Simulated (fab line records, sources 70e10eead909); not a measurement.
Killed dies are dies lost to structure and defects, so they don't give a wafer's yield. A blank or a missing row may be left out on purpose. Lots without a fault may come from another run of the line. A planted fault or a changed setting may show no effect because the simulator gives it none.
A struck lot beside a sound one | flow nand_harc | 13 steps out of a route of 1302
Sound: wafers L320.1, L320.4, L320.6. Struck: wafers L331.1, L331.2, L331.6. The cause comes at the end.
At each step with rows: each side's tool, then ch and its chambers, then its first start. Under that, the readings that differ: sound wafers | struck wafers | difference of the means | sigmas: that difference in standard deviations of wafers without a fault.
alike: readings whose means differ by less than 2 such deviations, and words and numbers that are the same on both sides. not compared: withheld readings, readings that some wafer has no value for, bounds like >300 that may hide the same value, and numbers for which the record gives no deviation and whose values overlap.
The two part at a step that has a row with sigmas, a row that says differs or no value, or rows on one side only. Numbers that don't overlap but have no deviation are shown without sigmas and don't part them. A reading that every wafer of one side lacks parts them only if that side has two wafers or more.

NHARC_P_CONTACT_DEP_00: deposits SiO2, target thk 500 nm.
  sound on pecvd-04 ch 0,1,2; struck on pecvd-02 ch 0,1
  alike: heater_power_w, throttle_valve_pct
NHARC_P_CONTACT_CMP_01: polishes SiO2, target thk 200 nm.
  sound on cmp-02 ch 1,2,3, day 8 12:10; struck on cmp-04 ch 1,2, day 13 01:08
  alike: motor_current_A, slurry_filter_dp_kPa
then, 9 steps without rows for these wafers: NHARC_P_CONTACT_SRD_03; NHARC_P_CONTACT_DEHYDRATE_04 (time 120 s); NHARC_P_CONTACT_HMDS_05 (time 30 s); NHARC_P_CONTACT_COAT_33 (time 75 s); NHARC_P_CONTACT_COAT_34 (time 65 s); NHARC_P_CONTACT_COAT_06 (resist thk 90 nm); NHARC_P_CONTACT_SOFTBAKE_07 (time 55 s); NHARC_P_CONTACT_EBR_08; NHARC_P_CONTACT_EXPOSE_09 (exposes mask P CA, target cd 90 nm).
NHARC_P_CONTACT_PEB_10: peb time 65 s.
  sound on litho_track-01 ch 0, day 8 12:55; struck on litho_track-01 ch 0, day 13 01:53
  reading                  | sound               | struck            | difference | sigmas
  heater_power_total_W (W) | 156.2 156.2 157.1   | 152.8 152.1 152.2 | -4.1       | -10
  plate_temp_C (C)         | 99.91 100.09 100.23 | 98.20 98.24 98.45 | -1.78      | -16
then, 1 step without rows for these wafers: NHARC_P_CONTACT_DEVELOP_11 (develop time 35 s).

WHERE THEY PART
Only at NHARC_P_CONTACT_PEB_10, within this record.

WHY: what the simulator had put in
Process parameter drift: litho_track-01, from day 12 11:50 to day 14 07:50, at NHARC_P_CONTACT_PEB_10. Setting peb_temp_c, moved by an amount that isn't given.
